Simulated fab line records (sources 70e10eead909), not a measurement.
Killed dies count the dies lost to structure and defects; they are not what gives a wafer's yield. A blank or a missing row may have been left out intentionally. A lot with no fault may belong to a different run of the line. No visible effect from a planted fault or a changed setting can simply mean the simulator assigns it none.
fab line records ; flow nand-harc
record: lots: 7; wafers: 21; last-day: 34
route steps=1302 shown P_CONTACT@225 END@1302
lots untouched by any fault: they come from a run of this same line in which no faults occurred
start-h: hours from the record's first day to the start of the lot's first wafer shown ; wait-h: hours since the lot's step before ; " as in the row above ; L1.1+2: one row covering several wafers at once ; - no value present, or no start provided ; * or withheld: withheld ; < > ~ a bound
route shown NAME@n: names a module that has steps shown in the file, with the first one's number in the route ; usual: the fault-free wafers' mean and standard deviation ; same: alike in all rows ; chamber/n: place in a boat ; sites: per-site readings ; _std_site: the values' standard deviation ; _edge_site: outer sites' mean less inner sites' ; radius-mm: for every site, how far away it sits from the centre of the wafer ; mask NAME#n: copy n ; behind: tool/chamber where the wafer was last shaped ; hold: the reason the lot was held/the length of the hold in hours/how it ended ; device: which transistor (n, p or np) failed to switch ; end of line: the route-end tests of the same wafers ; where a step has no rows: the recipe by itself ; killed: dies that structure and defects cost at the first sort, which is not the same as the wafer's yield ; map: per-die view of a wafer (x killed, . not killed, _ where there is no die)
set.NAME: the run value of the setting; set.NAME@STEP: its run value at that earlier step ; model.NAME: the simulator's own value behind a step, which no gauge read
a table for each step, a row for each wafer; lots at some steps of the route
services: a tool's chamber out of use, with start hour (start-h, from the record's first day; less than 0 if before it), hours out, and reason
== steps ==
step: NHARC_P_CONTACT_COAT_34
recipe: temp-c: 225; time-s: 65
step: NHARC_P_CONTACT_COAT_06
recipe: spin-rpm: 1500; resist-thk-nm: 90
step: NHARC_P_CONTACT_SOFTBAKE_07
recipe: temp-c: 105; time-s: 55
step: NHARC_P_CONTACT_EBR_08
step: NHARC_P_CONTACT_EXPOSE_09
recipe: na: 1.35; target-cd-nm: 90; dose-mj: 81.26; mask-id: P_CA
step: NHARC_P_CONTACT_PEB_10
recipe: peb-temp-c: 100; peb-time-s: 65
step: NHARC_P_CONTACT_DEVELOP_11
recipe: develop-time-s: 35; dev-temp-c: 23
step: NHARC_P_CONTACT_CD_MEAS_12
recipe: target-cd-nm: 90; landing-energy-ev: 500
usual: cd-nm: 89.7/0.66
lot.wafer;tool;chamber;start-h;wait-h;cd-nm
L583.1;cd-sem-02;0;161.20;-;89.1
L583.4;cd-sem-02;0;161.20;-;88.7
L583.5;cd-sem-02;0;161.20;-;90.0
L589.1;cd-sem-02;0;230.25;-;89.5
L589.2;cd-sem-02;0;230.25;-;89.6
L589.3;cd-sem-02;0;230.25;-;88.3
L598.1;cd-sem-03;0;307.02;-;89.0
L598.5;cd-sem-03;0;307.02;-;89.7
L598.6;cd-sem-03;0;307.02;-;89.0
L600.3;cd-sem-01;0;325.00;-;90.1
L600.4;cd-sem-01;0;325.00;-;90.2
L600.6;cd-sem-01;0;325.00;-;90.1
L599.3;cd-sem-03;0;329.19;-;90.2
L599.4;cd-sem-03;0;329.19;-;89.5
L599.6;cd-sem-03;0;329.19;-;90.3
L601.2;cd-sem-01;0;340.27;-;89.2
L601.5;cd-sem-01;0;340.27;-;89.9
L601.6;cd-sem-01;0;340.27;-;89.4
L602.1;cd-sem-03;0;356.29;-;89.7
L602.3;cd-sem-03;0;356.29;-;90.5
L602.4;cd-sem-03;0;356.29;-;90.3
step: NHARC_P_CONTACT_OVL_MEAS_13
usual: overlay-x-nm: -0.3/0.93; overlay-y-nm: 0.1/0.78
lot.wafer;tool;chamber;start-h;wait-h;overlay-x-nm;overlay-y-nm
L583.1;overlay-01;-;161.29;-;-0.1;0.4
L583.4;overlay-01;-;161.29;-;-0.5;-0.1
L583.5;overlay-01;-;161.29;-;0.0;-0.6
L589.1;overlay-02;-;230.34;-;-1.5;0.1
L589.2;overlay-02;-;230.34;-;-1.1;1.0
L589.3;overlay-02;-;230.34;-;-1.3;0.4
L598.1;overlay-01;-;307.11;-;-0.9;-0.3
L598.5;overlay-01;-;307.11;-;-0.9;-0.4
L598.6;overlay-01;-;307.11;-;-1.2;-0.6
L600.3;overlay-01;-;325.08;-;0.1;0.6
L600.4;overlay-01;-;325.08;-;0.7;1.4
L600.6;overlay-01;-;325.08;-;0.5;1.4
L599.3;overlay-02;-;329.28;-;0.6;1.2
L599.4;overlay-02;-;329.28;-;0.5;1.6
L599.6;overlay-02;-;329.28;-;0.3;1.8
L601.2;overlay-02;-;340.36;-;-0.3;-0.7
L601.5;overlay-02;-;340.36;-;-0.7;-0.6
L601.6;overlay-02;-;340.36;-;-0.9;-0.2
L602.1;overlay-01;-;356.38;-;-0.1;0.4
L602.3;overlay-01;-;356.38;-;0.0;0.7
L602.4;overlay-01;-;356.38;-;0.0;0.7
step: NHARC_P_CONTACT_INSPECT_14
usual: raw-defect-count: 3.9/2.4
lot.wafer;tool;chamber;start-h;wait-h;raw-defect-count
L583.1;defect-inspect-02;-;161.33;0.0;3
L583.4;defect-inspect-02;-;161.33;0.0;3
L583.5;defect-inspect-02;-;161.33;0.0;2
L589.1;defect-inspect-02;-;230.37;0.0;8
L589.2;defect-inspect-02;-;230.37;0.0;7
L589.3;defect-inspect-02;-;230.37;0.0;9
L598.1;defect-inspect-02;-;307.15;0.0;8
L598.5;defect-inspect-02;-;307.15;0.0;8
L598.6;defect-inspect-02;-;307.15;0.0;1
L600.3;defect-inspect-02;-;325.12;0.0;4
L600.4;defect-inspect-02;-;325.12;0.0;6
L600.6;defect-inspect-02;-;325.12;0.0;4
L599.3;defect-inspect-02;-;329.31;0.0;4
L599.4;defect-inspect-02;-;329.31;0.0;2
L599.6;defect-inspect-02;-;329.31;0.0;6
L601.2;defect-inspect-02;-;340.39;0.0;4
L601.5;defect-inspect-02;-;340.39;0.0;3
L601.6;defect-inspect-02;-;340.39;0.0;2
L602.1;defect-inspect-01;-;356.41;0.0;4
L602.3;defect-inspect-01;-;356.41;0.0;5
L602.4;defect-inspect-01;-;356.41;0.0;4
step: NHARC_P_CONTACT_DESCUM_17
recipe: time-s: 3; o2-flow-sccm: 200; ar-flow-sccm: 0; bias-power-w: 0; chemistry: O2
usual: drypump-motor-current-A: 5.5/0.46; oes-product-au: 1.000/0.012; rf-vpp-V: 57.8/0.86; showerhead-plenum-p-Torr: 1.94/0.072; throttle-valve-pct: 11.310/0.01
lot.wafer;tool;chamber;start-h;wait-h;drypump-motor-current-A;oes-product-au;rf-hours-counter-h;rf-vpp-V;showerhead-plenum-p-Torr;throttle-valve-pct
L583.1;rie-diel-05;2;161.39;0.1;5.9;1.010;1.9;59.9;2.05;11.317
L583.4;rie-diel-05;1;161.39;0.1;6.2;1.012;1.8;57.8;1.94;11.314
L583.5;rie-diel-05;3;161.39;0.1;5.4;1.008;-;56.6;2.06;11.290
L589.3;rie-diel-09;3;230.43;0.1;5.9;0.989;1.6;57.8;1.94;11.315
L589.1;rie-diel-09;1;230.43;0.1;5.9;1.014;1.5;57.5;1.95;11.319
L589.2;rie-diel-09;2;230.43;0.1;5.2;0.987;1.4;58.3;1.79;11.300
L598.1;rie-diel-12;1;307.24;0.1;6.0;0.990;1.5;57.4;1.92;11.312
L598.5;rie-diel-12;2;307.24;0.1;4.9;0.997;-;58.1;1.95;11.296
L598.6;rie-diel-12;3;307.24;0.1;5.1;1.003;-;58.0;1.97;11.331
L600.3;rie-diel-12;3;325.19;0.1;5.1;1.000;2.7;56.6;1.97;11.314
L600.4;rie-diel-12;1;325.19;0.1;6.1;0.995;2.9;58.5;1.92;11.305
L600.6;rie-diel-12;2;325.19;0.1;4.9;0.995;-;58.4;1.95;11.312
L599.3;rie-diel-09;0;329.40;0.1;4.9;1.012;0;58.1;1.91;11.304
L599.4;rie-diel-09;3;329.40;0.1;5.8;1.004;-;58.3;1.94;11.293
L599.6;rie-diel-09;0;329.40;0.1;4.8;1.012;-;57.5;1.91;11.284
L601.2;rie-diel-05;2;340.46;0.1;5.9;0.990;0.8;57.9;2.05;11.298
L601.5;rie-diel-05;2;340.46;0.1;5.9;1.004;-;57.6;2.05;11.312
L601.6;rie-diel-05;3;340.46;0.1;5.4;1.002;-;58.7;2.06;11.308
L602.4;rie-diel-05;2;356.48;0.1;5.9;0.999;1.5;57.1;2.05;11.304
L602.1;rie-diel-05;3;356.48;0.1;5.4;1.005;1.3;58.9;2.06;11.324
L602.3;rie-diel-05;0;356.48;0.1;6.1;1.014;1.5;57.4;1.82;11.312
step: NHARC_P_CONTACT_ETCH_35
recipe: target-depth-a: 390; over-etch-frac: 0.3; time-s: 65; ion-energy-ev: 80; cf4-flow-sccm: 150; ar-flow-sccm: 0; rf-w: 300; bias-w: 100; chemistry: CF4
usual: bias-w: 100.0/0.32; cf4-flow-sccm: 150.0/0.43; drypump-motor-current-A: 5.5/0.45; oes-product-au: 1.000/0.011; rf-vpp-V: 151.6/1.2; showerhead-plenum-p-Torr: 1.79/0.062; throttle-valve-pct: 13.284/0.0086
lot.wafer;tool;chamber;start-h;wait-h;bias-w;cf4-flow-sccm;drypump-motor-current-A;oes-product-au;rf-hours-counter-h;rf-vpp-V;showerhead-plenum-p-Torr;throttle-valve-pct
L583.4;rie-diel-05;2;161.47;0.1;100.3;149.5;5.9;1.011;1.9;154.6;1.89;13.283
L583.1;rie-diel-05;0;161.47;0.1;99.5;150.4;6.1;0.998;2.0;150.2;1.69;13.298
L583.5;rie-diel-05;3;161.47;0.1;100.3;150.4;5.4;1.015;-;153.4;1.90;13.272
L589.3;rie-diel-09;0;230.52;0.1;100.0;150.7;4.9;1.009;1.5;150.9;1.76;13.286
L589.2;rie-diel-09;1;230.52;0.1;99.6;150.1;5.8;1.013;1.5;151.3;1.80;13.272
L589.1;rie-diel-09;3;230.52;0.1;100.0;149.8;5.8;0.988;1.6;150.7;1.79;13.287
L598.1;rie-diel-12;1;307.31;0.1;100.0;150.3;6.0;0.993;1.5;149.3;1.77;13.274
L598.5;rie-diel-12;3;307.31;0.1;100.1;149.9;5.1;1.007;-;152.6;1.82;13.291
L598.6;rie-diel-12;0;307.31;0.1;100.2;149.5;5.3;0.984;-;151.3;1.82;13.287
L600.3;rie-diel-12;0;325.27;0.1;100.1;150.5;5.3;0.980;3.0;151.2;1.82;13.274
L600.4;rie-diel-12;1;325.27;0.1;99.8;149.5;6.0;1.003;2.9;153.1;1.77;13.271
L600.6;rie-diel-12;0;325.27;0.1;100.0;150.7;5.3;0.971;-;151.2;1.82;13.284
L599.3;rie-diel-09;0;329.48;0.1;99.9;150.2;4.9;1.008;0.0;150.1;1.76;13.276
L599.6;rie-diel-09;0;329.48;0.1;99.8;151.0;4.9;1.003;-;152.7;1.76;13.279
L599.4;rie-diel-09;1;329.48;0.1;99.9;150.2;5.9;1.019;-;151.4;1.80;13.287
L601.2;rie-diel-05;0;340.54;0.1;100.4;150.4;6.1;1.009;0.7;151.2;1.69;13.303
L601.5;rie-diel-05;0;340.54;0.1;100.4;150.9;6.1;1.004;-;150.6;1.69;13.286
L601.6;rie-diel-05;1;340.54;0.1;99.7;150.5;6.2;1.005;-;151.3;1.79;13.281
L602.3;rie-diel-05;0;356.56;0.1;99.9;150.2;6.1;1.005;1.5;150.7;1.69;13.286
L602.4;rie-diel-05;2;356.56;0.1;99.4;150.2;5.9;0.989;1.5;153.4;1.88;13.283
L602.1;rie-diel-05;3;356.56;0.1;100.1;150.2;5.4;0.997;1.3;152.2;1.90;13.281
step: NHARC_P_CONTACT_ETCH_36
recipe: target-depth-a: 2600; over-etch-frac: 0.25; time-s: 406.25; ion-energy-ev: 200; n2-flow-sccm: 150; h2-flow-sccm: 150; ar-flow-sccm: 0; rf-w: 400; bias-w: 150; chemistry: N2/H2
usual: bias-w: 150.0/0.49; chamber-pressure-mTorr: 30.001/0.029; drypump-motor-current-A: 5.6/0.46; oes-product-au: 0.999/0.011; rf-vpp-V: 431.2/2.2; showerhead-plenum-p-Torr: 2.07/0.079; throttle-valve-pct: 14.170/0.0086
lot.wafer;tool;chamber;start-h;wait-h;bias-w;chamber-pressure-mTorr;drypump-motor-current-A;oes-product-au;rf-hours-counter-h;rf-vpp-V;showerhead-plenum-p-Torr;throttle-valve-pct
L583.1;rie-diel-05;1;161.56;-;150.0;29.984;6.1;1.009;1.9;431.1;2.07;14.167
L583.4;rie-diel-05;2;161.56;-;150.3;30.058;5.9;1.010;2.0;433.6;2.19;14.173
L583.5;rie-diel-05;2;161.56;-;150.0;29.995;5.9;1.004;-;434.7;2.19;14.169
L589.3;rie-diel-09;0;230.61;-;150.2;29.968;4.9;1.005;1.6;431.1;2.03;14.180
L589.1;rie-diel-09;1;230.61;-;149.3;29.999;5.9;1.010;1.6;430.7;2.08;14.164
L589.2;rie-diel-09;2;230.61;-;149.8;29.985;5.2;0.987;1.4;427.9;1.91;14.177
L598.1;rie-diel-12;0;307.39;-;-;-;-;-;-;-;-;-
L598.5;rie-diel-12;0;307.39;-;-;-;-;-;-;-;-;-
L598.6;rie-diel-12;1;307.39;-;-;-;-;-;-;-;-;-
L600.3;rie-diel-12;3;325.36;-;-;-;-;-;-;-;-;-
L600.4;rie-diel-12;1;325.36;-;-;-;-;-;-;-;-;-
L600.6;rie-diel-12;3;325.36;-;-;-;-;-;-;-;-;-
L599.3;rie-diel-09;0;329.62;-;-;-;-;-;-;-;-;-
L599.4;rie-diel-09;3;329.62;-;-;-;-;-;-;-;-;-
L599.6;rie-diel-09;0;329.62;-;-;-;-;-;-;-;-;-
L601.2;rie-diel-05;1;340.66;-;150.4;30.003;6.1;1.004;1.0;429.9;2.07;14.181
L601.5;rie-diel-05;0;340.66;-;150.2;29.990;6.1;0.995;-;428.4;1.94;14.162
L601.6;rie-diel-05;1;340.66;-;150.3;29.981;6.2;1.004;-;429.5;2.07;14.167
L602.3;rie-diel-05;3;356.65;-;149.7;30.013;5.4;0.995;1.4;436.6;2.20;14.172
L602.4;rie-diel-05;1;356.65;-;149.8;30.002;6.1;1.018;1.7;432.3;2.07;14.171
L602.1;rie-diel-05;2;356.65;-;150.9;30.021;5.9;1.002;1.5;434.2;2.19;14.170
step: NHARC_P_CONTACT_ETCH_18
recipe: target-depth-a: 4810; time-s: 240.5; c4f8-flow-sccm: 20; o2-flow-sccm: 10; ar-flow-sccm: withheld; rf-w: 600; bias-w: 1500; chemistry: C4F8/O2/Ar
usual: bias-w: 1501/4.7; chamber-pressure-mTorr: 24.997/0.024; oes-product-au: 0.957/0.019; rf-vpp-V: 980/5
lot.wafer;tool;chamber;start-h;wait-h;bias-w;chamber-pressure-mTorr;oes-product-au;rf-hours-counter-h;rf-vpp-V
L583.4;rie-diel-05;3;-;-;1503;25.031;0.931;2.1;989
L583.1;rie-diel-05;1;-;-;1498;25.033;0.943;2.1;980
L583.5;rie-diel-05;3;-;-;1495;25.017;0.936;-;988
L589.3;rie-diel-09;0;-;-;1500;25.015;0.951;1.8;978
L589.2;rie-diel-09;2;-;-;1497;25.013;0.929;1.5;970
L589.1;rie-diel-09;3;-;-;1503;24.969;0.932;1.7;980
L598.1;rie-diel-12;0;-;-;1506;24.999;0.948;1.9;983
L598.6;rie-diel-12;2;-;-;1497;24.974;0.946;-;982
L598.5;rie-diel-12;3;-;-;1504;24.955;0.954;-;982
L600.3;rie-diel-12;0;-;-;1499;25.008;0.957;3.3;982
L600.4;rie-diel-12;2;-;-;1504;24.969;0.965;2.8;979
L600.6;rie-diel-12;3;-;-;1503;25.056;0.962;-;984
L599.3;rie-diel-09;0;-;-;1505;24.941;0.969;0.3;979
L599.4;rie-diel-09;3;-;-;1505;24.984;0.965;-;980
L599.6;rie-diel-09;0;-;-;1507;24.961;0.966;-;978
L601.2;rie-diel-05;1;-;-;1503;24.938;0.971;1.2;980
L601.5;rie-diel-05;3;-;-;1502;25.051;0.938;-;987
L601.6;rie-diel-05;0;-;-;1502;25.022;0.953;-;971
L602.3;rie-diel-05;0;-;-;1497;24.976;0.982;1.8;971
L602.4;rie-diel-05;1;-;-;1506;24.968;0.974;1.8;979
L602.1;rie-diel-05;2;-;-;1499;24.994;0.962;1.6;988
step: NHARC_END_SORT_01
recipe: temp-c: 25
usual: killed-at-array: 52/17; killed-at-other: 0.9/1.2; killed-at-periphery: 3.9/2.7; killed-dies: 57/16; killed-open: 3.3/1.9; killed-short: 2.5/1.5
same: gross-dies: 677
lot.wafer;tool;chamber;start-h;wait-h;killed-at-array;killed-at-other;killed-at-periphery;killed-dies;killed-open;killed-short
L598.1;prober-01;0;764.45;2.5;63;2;612;677;6;3
L598.5;prober-01;0;767.61;3.7;85;1;591;677;1;3
L598.6;prober-01;0;768.40;3.9;62;0;615;677;3;0
L599.3;prober-02;0;807.62;3.1;30;1;646;677;0;2
L599.4;prober-02;0;808.42;3.4;44;0;633;677;4;1
L599.6;prober-02;0;810.00;4.0;30;0;647;677;2;2
killed by level:class
L598.1 P_CONTACT:area-etch=606 A_CHANNEL_HOLE_D1:chamber-film-flake=28 A_SLIT:chamber-film-flake=12 A_CHANNEL_HOLE_D2:chamber-film-flake=7 A_CONTACT:chamber-film-flake=7 P_STI:chamber-film-flake=3 A_M0:geometric-particle:open=2 THIN_TSV:chamber-film-flake=2
L598.5 P_CONTACT:area-etch=583 A_CHANNEL_HOLE_D1:chamber-film-flake=40 A_CHANNEL_HOLE_D2:chamber-film-flake=21 A_SLIT:chamber-film-flake=13 A_CONTACT:chamber-film-flake=7 P_STI:chamber-film-flake=3 A_WL_FILL:geometric-particle:short=2 P_GATE:chamber-film-flake=2
L598.6 P_CONTACT:area-etch=610 A_CHANNEL_HOLE_D1:chamber-film-flake=33 A_SLIT:chamber-film-flake=11 A_CHANNEL_HOLE_D2:chamber-film-flake=7 A_CONTACT:chamber-film-flake=7 P_M2:chamber-film-flake=2 A_WL_FILL:chamber-film-flake=2 P_CONTACT:geometric-particle:open=1
L599.3 P_CONTACT:area-etch=639 A_CHANNEL_HOLE_D2:chamber-film-flake=11 A_SLIT:chamber-film-flake=9 P_CONTACT:chamber-film-flake=5 A_CHANNEL_HOLE_D1:chamber-film-flake=5 A_DECK1_JOINT:geometric-particle:short=1 A_M0:geometric-particle:short=1 P_ZERO_WELL:chamber-film-flake=1
L599.4 P_CONTACT:area-etch=625 A_CHANNEL_HOLE_D2:chamber-film-flake=19 A_CHANNEL_HOLE_D1:chamber-film-flake=9 A_SLIT:chamber-film-flake=8 P_CONTACT:chamber-film-flake=6 A_CONTACT:geometric-particle:open=2 A_CONTACT:chamber-film-flake=2 P_M0:geometric-particle:open=1
L599.6 P_CONTACT:area-etch=640 A_CHANNEL_HOLE_D2:chamber-film-flake=12 A_SLIT:chamber-film-flake=7 P_CONTACT:chamber-film-flake=4 A_CONTACT:chamber-film-flake=2 A_SGD_CUT:chamber-film-flake=2 A_WL_FILL:chamber-film-flake=2 P_CONTACT:geometric-particle:open=1
map L598.1 (x killed, . not)
____________x____________
_________xxxxxxx_________
_______xxxxxxxxxxx_______
______xxxxxxxxxxxxx______
_____xxxxxxxxxxxxxxx_____
____xxxxxxxxxxxxxxxxx____
____xxxxxxxxxxxxxxxxx____
___xxxxxxxxxxxxxxxxxxx___
___xxxxxxxxxxxxxxxxxxx___
__xxxxxxxxxxxxxxxxxxxxx__
__xxxxxxxxxxxxxxxxxxxxx__
_xxxxxxxxxxxxxxxxxxxxxxx_
_xxxxxxxxxxxxxxxxxxxxxxx_
_xxxxxxxxxxxxxxxxxxxxxxx_
_xxxxxxxxxxxxxxxxxxxxxxx_
_xxxxxxxxxxxxxxxxxxxxxxx_
xxxxxxxxxxxxxxxxxxxxxxxxx
xxxxxxxxxxxxxxxxxxxxxxxxx
xxxxxxxxxxxxxxxxxxxxxxxxx
xxxxxxxxxxxxxxxxxxxxxxxxx
xxxxxxxxxxxxxxxxxxxxxxxxx
_xxxxxxxxxxxxxxxxxxxxxxx_
_xxxxxxxxxxxxxxxxxxxxxxx_
_xxxxxxxxxxxxxxxxxxxxxxx_
_xxxxxxxxxxxxxxxxxxxxxxx_
_xxxxxxxxxxxxxxxxxxxxxxx_
__xxxxxxxxxxxxxxxxxxxxx__
__xxxxxxxxxxxxxxxxxxxxx__
___xxxxxxxxxxxxxxxxxxx___
___xxxxxxxxxxxxxxxxxxx___
____xxxxxxxxxxxxxxxxx____
____xxxxxxxxxxxxxxxxx____
_____xxxxxxxxxxxxxxx_____
______xxxxxxxxxxxxx______
_______xxxxxxxxxxx_______
_________xxxxxxx_________
____________x____________
map L599.3 (x killed, . not)
____________x____________
_________xxxxxxx_________
_______xxxxxxxxxxx_______
______xxxxxxxxxxxxx______
_____xxxxxxxxxxxxxxx_____
____xxxxxxxxxxxxxxxxx____
____xxxxxxxxxxxxxxxxx____
___xxxxxxxxxxxxxxxxxxx___
___xxxxxxxxxxxxxxxxxxx___
__xxxxxxxxxxxxxxxxxxxxx__
__xxxxxxxxxxxxxxxxxxxxx__
_xxxxxxxxxxxxxxxxxxxxxxx_
_xxxxxxxxxxxxxxxxxxxxxxx_
_xxxxxxxxxxxxxxxxxxxxxxx_
_xxxxxxxxxxxxxxxxxxxxxxx_
_xxxxxxxxxxxxxxxxxxxxxxx_
xxxxxxxxxxxxxxxxxxxxxxxxx
xxxxxxxxxxxxxxxxxxxxxxxxx
xxxxxxxxxxxxxxxxxxxxxxxxx
xxxxxxxxxxxxxxxxxxxxxxxxx
xxxxxxxxxxxxxxxxxxxxxxxxx
_xxxxxxxxxxxxxxxxxxxxxxx_
_xxxxxxxxxxxxxxxxxxxxxxx_
_xxxxxxxxxxxxxxxxxxxxxxx_
_xxxxxxxxxxxxxxxxxxxxxxx_
_xxxxxxxxxxxxxxxxxxxxxxx_
__xxxxxxxxxxxxxxxxxxxxx__
__xxxxxxxxxxxxxxxxxxxxx__
___xxxxxxxxxxxxxxxxxxx___
___xxxxxxxxxxxxxxxxxxx___
____xxxxxxxxxxxxxxxxx____
____xxxxxxxxxxxxxxxxx____
_____xxxxxxxxxxxxxxx_____
______xxxxxxxxxxxxx______
_______xxxxxxxxxxx_______
_________xxxxxxx_________
____________x____________
== services ==
tool;chamber;start-h;hours;kind
rie-diel-05;1;142.28;9.5;repair
rie-diel-09;-;143.10;9.0;pm
rie-diel-05;0;159.60;-;clean
rie-diel-05;1;159.60;-;clean
rie-diel-05;2;159.60;-;clean
rie-diel-05;3;159.60;-;clean
rie-diel-12;-;169.54;0.1;repair
rie-diel-09;2;170.64;4.4;repair
rie-diel-05;1;171.65;10.0;repair
rie-diel-05;3;182.95;2.4;repair
rie-diel-05;0;184.10;-;clean
rie-diel-05;1;184.10;-;clean
rie-diel-05;2;184.10;-;clean
rie-diel-05;1;191.18;6.6;repair
rie-diel-05;0;208.60;-;clean
rie-diel-05;1;208.60;-;clean
rie-diel-05;2;208.60;-;clean
rie-diel-05;-;229.60;9.0;pm
rie-diel-05;-;260.30;59.0;repair
rie-diel-12;3;263.90;6.3;repair
rie-diel-12;-;268.40;9.0;pm
rie-diel-09;2;286.71;44.4;repair
rie-diel-09;-;320.10;9.0;pm
rie-diel-12;2;331.56;6.1;repair
== key ==
first-sign: step: NHARC_P_CONTACT_ETCH_36; reading: tool-record; direction: missing
effect: step: NHARC_END_SORT_01; reading: killed-at-periphery; direction: up; sigmas: 99+; usual: 3.9; struck: 624
more-kills-born-at: NHARC_P_CONTACT_ETCH_36@rie-diel-09: 1905; NHARC_P_CONTACT_ETCH_36@rie-diel-12: 1799
met-at NHARC_P_CONTACT_ETCH_36
struck-wafers L598.1,L598.5,L598.6,L599.3,L599.4,L599.6,L600.3,L600.4,L600.6
rows-end L600.3,L600.4,L600.6
later-rows-left-out L598.1,L598.5,L598.6,L599.3,L599.4,L599.6
tester-left-out L598,L599
onset-between 230.61 307.39
fault: kind: skipped-step-whole; tool: rie-diel-09,rie-diel-12; chamber: -; onset-h: 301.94; steps: NHARC_P_CONTACT_ETCH_36; scope: struck-lots-only
tester-left-out: of these lots the tester's yield and bins aren't shown, on N5 and GAA mostly nor the transistor test; their killed dies are dies lost to structure and defects alone, not to doping, threshold or leakage, so they don't give the yield
later-rows-left-out: the simulator's readings of these wafers behind a module that went badly wrong aren't trusted and aren't shown, but for the sort
rows-end: these wafers met a further fault down the route, and their rows from its step on are left out
